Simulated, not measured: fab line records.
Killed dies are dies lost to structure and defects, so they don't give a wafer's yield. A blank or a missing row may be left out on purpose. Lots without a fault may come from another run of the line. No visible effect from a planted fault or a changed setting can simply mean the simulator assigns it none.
The tool behind it: which one?	flow nand_harc	Sampling: 6 lots, 18 wafers, 2 of 1302 route steps

## WHAT EACH GAUGE READ, for each wafer
NHARC_P_STI_INSPECT_11.
lot	measured	on	raw_defect_count
L388	day 3 10:35	defect_inspect-02	7 6 7
L392	day 4 22:48	defect_inspect-01	3 2 4
L394	day 5 16:09	defect_inspect-02	0 4 4
L402	day 9 02:12	defect_inspect-01	21 18 15
L407	day 11 05:07	defect_inspect-01	1 9 10
L409	day 11 22:48	defect_inspect-02	7 3 6

## EACH LOT AND THE TOOL THAT RAN IT (in order: tool; ch and the chambers of the sampled wafers; start)
lot	NHARC_P_STI_OXIDE_29
L388	furnace-02 ch 0, day 2 19:47
L392	furnace-03 ch 0, day 4 11:33
L394	furnace-03 ch 0, day 5 04:56
L402	furnace-03 ch 0, day 8 14:53
L407	furnace-02 ch 0, day 10 17:43
L409	furnace-02 ch 0, day 11 11:27
- NHARC_P_STI_OXIDE_29: material SiO2, target thk 10 nm, ox time 1362 s.

## THE ANSWER, worked out from the rows above alone
Rule: the lots themselves supply what counts as usual. Put in order of their means at a reading, lots are off if they are a third of the lots or fewer, leave a main group of 4 or more, and stand apart from it by a gap of 3 or more times the standard deviation of the main group's means; of several such gaps the widest counts. A main group is skipped when, at the precision printed for the reading in the tables above, its means are all equal. Also off: a lot with no number at a reading for which 4 or more lots have one. The other lots that the step has rows for count as sound.
Off: L402 (NHARC_P_STI_INSPECT_11, raw_defect_count). The main group: mean 4.9, standard deviation 1.7.
A tool fits if, at a process step before that reading, it ran every lot that is off, and no sound lot after the first of them. Those tools and the gauges at NHARC_P_STI_INSPECT_11 are tried in the same way. One candidate fits, namely furnace-03 at NHARC_P_STI_OXIDE_29. Its last sound lot is L394 (day 5 04:56), its first lot that is off L402 (day 8 14:53): a fault that began between those two fits.

## WHAT WAS PUT IN BY THE SIMULATOR
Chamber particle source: furnace-03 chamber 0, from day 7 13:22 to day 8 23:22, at NHARC_P_STI_OXIDE_29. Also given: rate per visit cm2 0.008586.
Shown lots that were struck: L402. The rule given above showed the same thing.
